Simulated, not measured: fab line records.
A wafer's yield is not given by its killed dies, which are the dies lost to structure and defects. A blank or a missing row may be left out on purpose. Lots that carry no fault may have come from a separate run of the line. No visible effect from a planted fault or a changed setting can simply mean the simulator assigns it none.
fab line records	flow nand_harc	part 1 of 2: steps 1 to 28 of 39
[record] lots = 5	wafers = 15	last_day = 33
route steps=1302 shown P_GATE@181 P_CONTACT@217
lots with no fault: from the same line, run without faults
start_h: hours from the record's first day to the start of the lot's first wafer shown	wait_h: hours since the lot's step before	" repeats the value in the row above	L1.1+2: several wafers, shown together as one row	- value missing, or start not given	* or withheld: withheld	< > ~ a bound
route shown NAME@n: NAME is a module with steps in the file, n the number in the route of the first one	usual: mean/standard deviation taken from wafers without a fault	same: alike in all rows	chamber/n: place in a boat	sites: the reading at each site	_std_site: the standard deviation of these	_edge_site: outer sites' mean less inner sites'	radius_mm: for every site, how far away it sits from the centre of the wafer	mask NAME#n: copy n	behind: the last tool/chamber to shape the wafer	hold: cause of the lot's hold/its duration in hours/its outcome	device: the n, p or np transistor that did not switch	end of line: the route-end tests of the same wafers	for a step that has no rows: nothing shown but its recipe	killed: count of dies lost to structure and defects at first sort (not the wafer's yield)	map: a wafer's dies, marking killed ones x, the rest . and places with no die _
set.NAME: setting as actually run; set.NAME@STEP: the setting as run at that earlier step	model.NAME: the simulator's own value behind a step, which no gauge read
a table for each step, a row for each wafer; lots at some steps of the route
services: from which hour (start_h, from the record's first day; less than 0 if before it) a tool's chamber was out of use, for how many hours, and why
[[steps]]
[step NHARC_P_GATE_EBR_55]
lot.wafer	tool	chamber	start_h	wait_h
L076.1+2+3	litho_track-03	0	-	-
L084.2+3+4	litho_track-03	0	-	-
L087.1+3+5	litho_track-03	0	-	-
L092.1+2+3	litho_track-02	0	-	-
L095.3+4+5	litho_track-02	0	-	-
[step NHARC_P_GATE_EXPOSE_56]
[recipe] na = 0.6	target_cd_nm = 720	dose_mj = 14.81	mask_id = P_PSD
[usual] reticle_temp_C = 22.98/0.11
lot.wafer	tool	chamber	start_h	wait_h	mask	reticle_temp_C
L076.1	krf_scanner-04	0	127.74	-	P_PSD#0	23.04
L076.2	"	0	"	"	P_PSD#0	22.99
L076.3	"	0	"	"	P_PSD#0	22.90
L084.2	krf_scanner-01	0	207.81	-	P_PSD#0	23.05
L084.3	"	0	"	"	P_PSD#0	22.87
L084.4	"	0	"	"	P_PSD#0	23.05
L087.1	krf_scanner-01	0	238.42	-	P_PSD#0	22.76
L087.3	"	0	"	"	P_PSD#0	22.78
L087.5	"	0	"	"	P_PSD#0	22.90
L092.1	krf_scanner-01	0	294.39	-	P_PSD#0	23.10
L092.2	"	0	"	"	P_PSD#0	23.10
L092.3	"	0	"	"	P_PSD#0	22.90
L095.3	krf_scanner-04	0	323.88	-	P_PSD#0	23.17
L095.4	"	0	"	"	P_PSD#0	23.13
L095.5	"	0	"	"	P_PSD#0	23.10
[step NHARC_P_GATE_PEB_57]
[recipe] peb_temp_c = 118	peb_time_s = 85
[usual] heater_power_total_W = 163.94/0.27
lot.wafer	tool	chamber	start_h	wait_h	heater_power_total_W
L076.1	litho_track-03	0	127.80	0.1	163.60
L076.2	"	0	"	"	164.04
L076.3	"	0	"	"	163.65
L084.2	litho_track-02	0	207.87	0.1	163.71
L084.3	"	0	"	"	163.70
L084.4	"	0	"	"	164.32
L087.1	litho_track-02	0	238.49	0.1	163.88
L087.3	"	0	"	"	163.64
L087.5	"	0	"	"	163.73
L092.1	litho_track-05	0	294.45	0.1	163.72
L092.2	"	0	"	"	163.60
L092.3	"	0	"	"	163.91
L095.3	litho_track-03	0	323.93	0.1	163.97
L095.4	"	0	"	"	163.79
L095.5	"	0	"	"	164.16
[step NHARC_P_GATE_DEVELOP_58]
[recipe] time_s = 70
lot.wafer	tool	chamber	start_h	wait_h
L076.1+2+3	litho_track-03	0	-	-
L084.2+3+4	litho_track-02	0	-	-
L087.1+3+5	litho_track-02	0	-	-
L092.1+2+3	litho_track-05	0	-	-
L095.3+4+5	litho_track-03	0	-	-
[step NHARC_P_GATE_CD_MEAS_59]
[recipe] target_cd_nm = 720	landing_energy_ev = 500
[usual] cd_nm = 720.0/1.3
lot.wafer	tool	chamber	start_h	wait_h	cd_nm
L076.1	cd_sem-03	0	127.89	-	719.8
L076.2	"	0	"	"	721.2
L076.3	"	0	"	"	720.8
L084.2	cd_sem-03	0	207.96	-	719.7
L084.3	"	0	"	"	716.6
L084.4	"	0	"	"	717.7
L087.1	cd_sem-02	0	238.58	-	719.5
L087.3	"	0	"	"	720.6
L087.5	"	0	"	"	720.0
L092.1	cd_sem-02	0	294.54	-	721.9
L092.2	"	0	"	"	720.6
L092.3	"	0	"	"	721.7
L095.3	cd_sem-03	0	324.03	-	719.7
L095.4	"	0	"	"	719.2
L095.5	"	0	"	"	718.7
[step NHARC_P_GATE_HARDBAKE_60]
[recipe] temp_c = 125	time_s = 80
[usual] heater_power_total_W = 184.0/0.75
lot.wafer	tool	chamber	start_h	wait_h	heater_power_total_W
L076.1	litho_track-02	0	127.97	-	185.0
L076.2	"	0	"	"	182.8
L076.3	"	0	"	"	183.2
L084.2	litho_track-05	0	208.04	-	183.3
L084.3	"	0	"	"	184.0
L084.4	"	0	"	"	184.0
L087.1	litho_track-03	0	238.66	-	184.6
L087.3	"	0	"	"	184.9
L087.5	"	0	"	"	184.5
L092.1	litho_track-02	0	294.62	-	185.0
L092.2	"	0	"	"	184.9
L092.3	"	0	"	"	184.2
L095.3	litho_track-05	0	324.11	-	183.6
L095.4	"	0	"	"	183.2
L095.5	"	0	"	"	185.0
[step NHARC_P_GATE_DESCUM_61]
[recipe] time_s = 3	o2_flow_sccm = 200	ar_flow_sccm = 0	bias_power_w = 0	chemistry = O2
[usual] drypump_motor_current_A = 5.8/0.36	oes_product_au = 0.999/0.0077	rf_vpp_V = 58.0/0.89	showerhead_plenum_p_Torr = 1.95/0.07	throttle_valve_pct = 11.311/0.0092
lot.wafer	tool	chamber	start_h	wait_h	drypump_motor_current_A	oes_product_au	rf_hours_counter_h	rf_vpp_V	showerhead_plenum_p_Torr	throttle_valve_pct
L076.3	rie_diel-06	3	128.05	-	5.7	1.002	9	56.9	1.87	11.312
L076.2	"	0	"	"	6.2	1.005	10	58.5	2.02	11.300
L076.1	"	1	"	"	5.4	1.014	10	58.0	1.96	11.313
L084.2	rie_diel-06	3	208.12	-	5.8	1.016	5	58.2	1.87	11.311
L084.4	"	1	"	"	5.4	0.993	5	58.8	1.96	11.325
L084.3	"	2	"	"	6.1	0.997	4	57.9	1.89	11.296
L087.1	rie_diel-03	1	238.75	-	5.8	1.008	8	58.3	1.81	11.316
L087.3	"	2	"	"	6.1	1.000	8	57.8	2.02	11.323
L087.5	"	1	"	"	5.8	1.009	-	56.6	1.81	11.314
L092.3	rie_diel-06	1	294.70	-	5.4	0.991	10	59.0	1.96	11.304
L092.2	"	2	"	"	6.1	0.992	9	57.3	1.89	11.337
L092.1	"	3	"	"	5.8	0.998	10	57.2	1.87	11.311
L095.3	rie_diel-11	1	324.21	-	6.2	0.996	3	57.3	2.00	11.313
L095.4	"	2	"	"	5.8	0.992	3	58.8	2.03	11.306
L095.5	"	0	"	"	6.0	0.984	-	57.5	1.99	11.304
[step NHARC_P_GATE_IMPLANT_62]
[recipe] energy_kev = 20	dose_cm2 = 3e+15	tilt_deg = 7
lot.wafer	tool	chamber	start_h	wait_h
L076.1+2+3	implanter-02	0	128.20	0.1
L084.2+3+4	implanter-02	0	208.35	0.2
L087.1+3+5	implanter-01	0	238.88	0.1
L092.1+2+3	implanter-01	0	294.85	0.1
L095.3+4+5	implanter-02	0	324.39	0.2
[step NHARC_P_GATE_STRIP_112]
[recipe] power_w = 1500	temp_c = 110	time_s = 200	chemistry = N2/H2
[usual] drypump_motor_current_A = 5.5/0.3	heater_power_w = 89/3.9
lot.wafer	tool	chamber	start_h	wait_h	drypump_motor_current_A	heater_power_w	rf_hours_counter_h
L076.1	plasma_asher-02	0	128.83	0.6	5.7	84	12
L076.2	"	1	"	"	5.8	86	12
L076.3	"	1	"	"	5.8	86	-
L084.2	plasma_asher-02	1	208.58	0.2	5.8	86	31
L084.3	"	0	"	"	5.8	82	-
L084.4	"	1	"	"	5.8	85	-
L087.1	plasma_asher-02	0	239.15	0.2	5.8	85	38
L087.3	"	0	"	"	5.8	84	-
L087.5	"	0	"	"	5.8	84	-
L092.1	plasma_asher-02	0	295.07	0.2	5.8	88	8
L092.2	"	1	"	"	5.8	87	8
L092.3	"	1	"	"	5.8	87	-
L095.4	plasma_asher-02	0	324.64	0.2	5.8	87	-
L095.3	"	1	"	"	5.8	87	-
L095.5	"	1	"	"	5.9	84	-
[step NHARC_P_GATE_STRIP_76]
[recipe] power_w = 1500	temp_c = 250	chemistry = O2
[usual] drypump_motor_current_A = 5.54/0.3	heater_power_w = 333/15
lot.wafer	tool	chamber	start_h	wait_h	drypump_motor_current_A	heater_power_w	rf_hours_counter_h
L076.1	plasma_asher-02	0	129.10	0.2	5.79	317	12
L076.2	"	1	"	"	5.80	331	12
L076.3	"	1	"	"	5.80	328	-
L084.2	plasma_asher-02	1	208.81	0.2	5.85	329	31
L084.3	"	0	"	"	5.76	312	-
L084.4	"	1	"	"	5.85	327	-
L087.1	plasma_asher-02	0	239.38	0.2	5.76	313	38
L087.3	"	0	"	"	5.77	319	-
L087.5	"	0	"	"	5.77	315	-
L092.1	plasma_asher-02	0	295.34	0.2	5.74	312	8
L092.2	"	1	"	"	5.85	326	8
L092.3	"	1	"	"	5.83	327	-
L095.4	plasma_asher-02	0	324.83	0.2	5.78	332	-
L095.3	"	1	"	"	5.85	326	-
L095.5	"	1	"	"	5.84	324	-
[step NHARC_P_GATE_STRIP_63]
[recipe] time_s = 900	temp_c = 130	chemistry = SPM
lot.wafer	tool	chamber	start_h	wait_h
L076.2+1+3	wet_bench-04	0,1,3	129.28	0.2
L084.2+4+3	wet_bench-09	3,6,7	208.95	0.1
L087.1+3+5	wet_bench-09	3,5,6	239.53	0.1
L092.2+3+1	wet_bench-02	4,5,7	295.49	0.1
L095.4+5+3	wet_bench-04	5,6,0	324.97	0.1
[step NHARC_P_GATE_DEHYDRATE_83]
[recipe] temp_c = 150	time_s = 120
[usual] heater_power_total_W = 182.7/1.2
lot.wafer	tool	chamber	start_h	wait_h	heater_power_total_W
L076.1	litho_track-02	0	129.65	-	181.4
L076.2	"	0	"	"	181.2
L076.3	"	0	"	"	182.5
L084.2	litho_track-02	0	209.30	-	182.2
L084.3	"	0	"	"	184.3
L084.4	"	0	"	"	184.8
L087.1	litho_track-03	0	239.91	-	183.2
L087.3	"	0	"	"	183.4
L087.5	"	0	"	"	181.5
L092.1	litho_track-03	0	295.83	-	182.4
L092.2	"	0	"	"	184.7
L092.3	"	0	"	"	181.6
L095.3	litho_track-02	0	325.30	-	181.6
L095.4	"	0	"	"	182.9
L095.5	"	0	"	"	181.1
[step NHARC_P_GATE_HMDS_84]
[recipe] time_s = 30
lot.wafer	tool	chamber	start_h	wait_h
L076.1+2+3	litho_track-02	0	-	-
L084.2+3+4	litho_track-02	0	-	-
L087.1+3+5	litho_track-03	0	-	-
L092.1+2+3	litho_track-03	0	-	-
L095.3+4+5	litho_track-02	0	-	-
[step NHARC_P_GATE_COAT_85]
[recipe] spin_rpm = 3000
[usual] spin_speed_rpm = 3000.1/2
lot.wafer	tool	chamber	start_h	wait_h	spin_speed_rpm
L076.1	litho_track-02	0	-	-	2999.2
L076.2	"	0	"	"	3001.2
L076.3	"	0	"	"	3000.5
L084.2	litho_track-02	0	-	-	3000.0
L084.3	"	0	"	"	2998.6
L084.4	"	0	"	"	2996.0
L087.1	litho_track-03	0	-	-	3000.0
L087.3	"	0	"	"	3003.3
L087.5	"	0	"	"	2998.4
L092.1	litho_track-03	0	-	-	3003.0
L092.2	"	0	"	"	3002.4
L092.3	"	0	"	"	3003.8
L095.3	litho_track-02	0	-	-	2999.6
L095.4	"	0	"	"	3004.2
L095.5	"	0	"	"	3001.5
[step NHARC_P_GATE_SOFTBAKE_86]
[recipe] temp_c = 122	time_s = 95
[usual] heater_power_total_W = 160.1/0.44
lot.wafer	tool	chamber	start_h	wait_h	heater_power_total_W
L076.1	litho_track-02	0	-	-	160.1
L076.2	"	0	"	"	160.0
L076.3	"	0	"	"	160.2
L084.2	litho_track-02	0	-	-	159.4
L084.3	"	0	"	"	160.4
L084.4	"	0	"	"	159.5
L087.1	litho_track-03	0	-	-	160.1
L087.3	"	0	"	"	160.0
L087.5	"	0	"	"	159.6
L092.1	litho_track-03	0	-	-	160.0
L092.2	"	0	"	"	159.7
L092.3	"	0	"	"	160.3
L095.3	litho_track-02	0	-	-	160.2
L095.4	"	0	"	"	160.5
L095.5	"	0	"	"	160.5
[step NHARC_P_GATE_EBR_87]
lot.wafer	tool	chamber	start_h	wait_h
L076.1+2+3	litho_track-02	0	-	-
L084.2+3+4	litho_track-02	0	-	-
L087.1+3+5	litho_track-03	0	-	-
L092.1+2+3	litho_track-03	0	-	-
L095.3+4+5	litho_track-02	0	-	-
[step NHARC_P_GATE_EXPOSE_88]
[recipe] na = 0.6	target_cd_nm = 2000	dose_mj = 11.87	mask_id = P_HVN
[usual] reticle_temp_C = 23.02/0.099
lot.wafer	tool	chamber	start_h	wait_h	mask	reticle_temp_C
L076.1	krf_scanner-03	0	129.79	-	P_HVN#0	23.12
L076.2	"	0	"	"	P_HVN#0	23.23
L076.3	"	0	"	"	P_HVN#0	23.10
L084.2	krf_scanner-04	0	209.45	-	P_HVN#0	23.02
L084.3	"	0	"	"	P_HVN#0	22.96
L084.4	"	0	"	"	P_HVN#0	22.93
L087.1	krf_scanner-01	0	240.18	-	P_HVN#0	22.93
L087.3	"	0	"	"	P_HVN#0	22.98
L087.5	"	0	"	"	P_HVN#0	23.02
L092.1	krf_scanner-01	0	295.97	-	P_HVN#0	23.12
L092.2	"	0	"	"	P_HVN#0	23.02
L092.3	"	0	"	"	P_HVN#0	22.95
L095.3	krf_scanner-03	0	325.58	-	P_HVN#0	22.90
L095.4	"	0	"	"	P_HVN#0	22.98
L095.5	"	0	"	"	P_HVN#0	22.83
[step NHARC_P_GATE_PEB_89]
[recipe] peb_temp_c = 118	peb_time_s = 85
[usual] heater_power_total_W = 164.00/0.28
lot.wafer	tool	chamber	start_h	wait_h	heater_power_total_W
L076.1	litho_track-03	0	129.86	0.1	163.69
L076.2	"	0	"	"	164.22
L076.3	"	0	"	"	164.43
L084.2	litho_track-03	0	209.51	0.1	164.07
L084.3	"	0	"	"	163.70
L084.4	"	0	"	"	163.58
L087.1	litho_track-02	0	240.25	0.1	163.69
L087.3	"	0	"	"	163.68
L087.5	"	0	"	"	163.71
L092.1	litho_track-03	0	296.04	0.1	164.04
L092.2	"	0	"	"	164.05
L092.3	"	0	"	"	164.17
L095.3	litho_track-05	0	325.64	0.1	163.74
L095.4	"	0	"	"	164.35
L095.5	"	0	"	"	164.09
[step NHARC_P_GATE_DEVELOP_90]
[recipe] time_s = 70
lot.wafer	tool	chamber	start_h	wait_h
L076.1+2+3	litho_track-03	0	-	-
L084.2+3+4	litho_track-03	0	-	-
L087.1+3+5	litho_track-02	0	-	-
L092.1+2+3	litho_track-03	0	-	-
L095.3+4+5	litho_track-05	0	-	-
[step NHARC_P_GATE_CD_MEAS_91]
[recipe] target_cd_nm = 2000	landing_energy_ev = 500
[usual] cd_nm = 1999.7/1.3
lot.wafer	tool	chamber	start_h	wait_h	cd_nm
L076.1	cd_sem-02	0	129.95	-	2001.1
L076.2	"	0	"	"	2000.7
L076.3	"	0	"	"	1999.6
L084.2	cd_sem-01	0	209.60	-	2000.2
L084.3	"	0	"	"	1998.4
L084.4	"	0	"	"	1998.5
L087.1	cd_sem-02	0	240.34	-	2000.2
L087.3	"	0	"	"	2001.2
L087.5	"	0	"	"	2003.0
L092.1	cd_sem-02	0	296.13	-	1999.1
L092.2	"	0	"	"	1998.1
L092.3	"	0	"	"	1998.2
L095.3	cd_sem-01	0	325.73	-	2000.5
L095.4	"	0	"	"	2000.9
L095.5	"	0	"	"	1999.6
[step NHARC_P_GATE_HARDBAKE_92]
[recipe] temp_c = 125	time_s = 80
[usual] heater_power_total_W = 183.9/0.73
lot.wafer	tool	chamber	start_h	wait_h	heater_power_total_W
L076.1	litho_track-03	0	130.03	-	184.9
L076.2	"	0	"	"	185.0
L076.3	"	0	"	"	183.1
L084.2	litho_track-02	0	209.68	-	184.1
L084.3	"	0	"	"	184.9
L084.4	"	0	"	"	184.8
L087.1	litho_track-05	0	240.42	-	183.2
L087.3	"	0	"	"	184.5
L087.5	"	0	"	"	184.0
L092.1	litho_track-05	0	296.21	-	184.5
L092.2	"	0	"	"	183.1
L092.3	"	0	"	"	183.5
L095.3	litho_track-03	0	325.81	-	182.8
L095.4	"	0	"	"	183.7
L095.5	"	0	"	"	183.9
[step NHARC_P_GATE_DESCUM_93]
[recipe] time_s = 3	o2_flow_sccm = 200	ar_flow_sccm = 0	bias_power_w = 0	chemistry = O2
[usual] drypump_motor_current_A = 5.7/0.43	oes_product_au = 0.999/0.0088	rf_vpp_V = 57.9/0.84	showerhead_plenum_p_Torr = 1.96/0.073	throttle_valve_pct = 11.312/0.0093
lot.wafer	tool	chamber	start_h	wait_h	drypump_motor_current_A	oes_product_au	rf_hours_counter_h	rf_vpp_V	showerhead_plenum_p_Torr	throttle_valve_pct
L076.1	rie_diel-06	2	130.12	-	6.2	1.003	10	57.2	1.89	11.308
L076.2	"	3	"	"	5.8	1.012	9	59.7	1.87	11.322
L076.3	"	0	"	"	6.1	0.995	11	57.1	2.02	11.325
L084.3	rie_diel-03	3	209.76	-	4.8	0.988	5	58.2	2.03	11.301
L084.2	"	0	"	"	5.5	1.001	6	55.6	1.98	11.306
L084.4	"	2	"	"	6.1	0.995	6	57.3	2.02	11.304
L087.1	rie_diel-06	0	240.50	-	6.1	0.991	7	58.0	2.02	11.310
L087.3	"	3	"	"	5.7	0.998	7	57.5	1.87	11.306
L087.5	"	1	"	"	5.4	0.992	-	58.4	1.96	11.327
L092.2	rie_diel-06	0	296.30	-	6.2	0.989	10	57.5	2.02	11.327
L092.3	"	2	"	"	6.1	0.999	9	56.8	1.89	11.311
L092.1	"	3	"	"	5.8	0.988	10	58.1	1.87	11.304
L095.4	rie_diel-11	2	325.89	-	5.7	0.998	4	58.1	2.03	11.312
L095.3	"	0	"	"	5.9	0.994	4	58.3	1.99	11.315
L095.5	"	2	"	"	5.7	1.003	-	57.9	2.03	11.330
[step NHARC_P_GATE_IMPLANT_94]
[recipe] energy_kev = 60	dose_cm2 = 2e+15	tilt_deg = 7
lot.wafer	tool	chamber	start_h	wait_h
L076.1+2+3	implanter-01	0	130.26	0.1
L084.2+3+4	implanter-01	0	209.93	0.2
L087.1+3+5	implanter-02	0	240.64	0.1
L092.1+2+3	implanter-02	0	296.44	0.1
L095.3+4+5	implanter-01	0	326.10	0.2
[step NHARC_P_GATE_STRIP_113]
[recipe] power_w = 1500	temp_c = 110	time_s = 740	chemistry = N2/H2
[usual] drypump_motor_current_A = 5.59/0.29	heater_power_w = 89/3.6
lot.wafer	tool	chamber	start_h	wait_h	drypump_motor_current_A	heater_power_w	rf_hours_counter_h
L076.1	plasma_asher-02	1	130.48	0.2	5.83	87	13
L076.2	"	0	"	"	5.80	85	13
L076.3	"	0	"	"	5.76	84	-
L084.2	plasma_asher-02	0	210.25	0.3	5.79	86	31
L084.4	"	1	"	"	5.82	87	-
L084.3	"	0	"	"	5.77	85	-
L087.1	plasma_asher-02	1	240.99	0.3	5.86	85	38
L087.3	"	0	"	"	5.80	86	-
L087.5	"	1	"	"	5.81	86	-
L092.1	plasma_asher-02	1	296.67	0.2	5.83	87	8
L092.2	"	0	"	"	5.78	87	8
L092.3	"	0	"	"	5.78	87	-
L095.3	plasma_asher-02	1	326.49	0.4	5.82	87	-
L095.4	"	0	"	"	5.77	84	-
L095.5	"	1	"	"	5.87	86	-
[step NHARC_P_GATE_STRIP_95]
[recipe] power_w = 1500	temp_c = 250	chemistry = O2
[usual] drypump_motor_current_A = 5.59/0.29	heater_power_w = 332/14
lot.wafer	tool	chamber	start_h	wait_h	drypump_motor_current_A	heater_power_w	rf_hours_counter_h
L076.1	plasma_asher-02	1	131.19	0.6	5.81	324	13
L076.2	"	0	"	"	5.78	321	13
L076.3	"	0	"	"	5.77	313	-
L084.2	plasma_asher-02	0	210.85	0.5	5.73	312	32
L084.4	"	1	"	"	5.82	318	-
L084.3	"	0	"	"	5.74	313	-
L087.1	plasma_asher-02	1	241.60	0.5	5.85	325	39
L087.3	"	0	"	"	5.77	313	-
L087.5	"	1	"	"	5.87	328	-
L092.1	plasma_asher-02	1	297.39	0.6	5.82	319	9
L092.2	"	0	"	"	5.75	329	9
L092.3	"	0	"	"	5.76	320	-
L095.3	plasma_asher-02	1	326.99	0.4	5.86	325	-
L095.4	"	0	"	"	5.78	320	-
L095.5	"	1	"	"	5.88	328	-
[step NHARC_P_GATE_STRIP_96]
[recipe] time_s = 900	temp_c = 130	chemistry = SPM
lot.wafer	tool	chamber	start_h	wait_h
L076.1+3+2	wet_bench-02	5,6,0	131.41	0.2
L084.2+3+4	wet_bench-02	1,2,4	211.08	0.2
L087.3+1+5	wet_bench-02	0,1,2	241.81	0.2
L092.3+2+1	wet_bench-02	0,3,5	297.60	0.2
L095.4+3+5	wet_bench-09	0,1,2	327.21	0.2
[step NHARC_P_GATE_RTA_64]
[recipe] temp_c = 1050	time_s = 1
[usual] anneal_temp_c_max = 1054.1/0.82	lamp_power_pct = 31.5/1.1	wafer_temp_C_max = 1058.8/1.6
lot.wafer	tool	chamber	start_h	wait_h	anneal_temp_c_max	lamp_power_pct	wafer_temp_C_max
L076.1	rtp_anneal-01	0	131.75	-	1055.4	30.6	1058.2
L076.2	"	0	"	"	1054.7	30.6	1059.9
L076.3	"	0	"	"	1053.7	30.6	1060.2
L084.2	rtp_anneal-01	0	211.44	-	1055.7	30.6	1061.5
L084.3	"	0	"	"	1055.2	30.6	1060.3
L084.4	"	0	"	"	1054.2	30.6	1057.3
L087.1	rtp_anneal-02	0	242.16	-	1055.1	33.0	1061.1
L087.3	"	0	"	"	1054.0	33.0	1058.8
L087.5	"	0	"	"	1054.7	33.0	1060.2
L092.1	rtp_anneal-01	0	297.95	-	1054.0	30.6	1058.0
L092.2	"	0	"	"	1052.4	30.6	1057.6
L092.3	"	0	"	"	1055.1	30.6	1057.3
L095.3	rtp_anneal-02	0	327.59	-	1055.2	32.9	1058.4
L095.4	"	0	"	"	1054.1	32.9	1059.8
L095.5	"	0	"	"	1053.3	32.9	1059.3
[step NHARC_P_GATE_ETCH_77]
[recipe] target_depth_a = 60	chemistry = dHF	material = SiO2
lot.wafer	tool	chamber	start_h	wait_h
L076.3+2+1	wet_bench-09	7,0,2	131.96	0.1
L084.2+3+4	wet_bench-09	6,7,1	211.61	0.1
L087.5+1+3	wet_bench-04	3,5,7	242.36	0.1
L092.1+2+3	wet_bench-09	1,4,6	298.15	0.2
L095.4+3+5	wet_bench-09	1,4,5	327.73	0.1
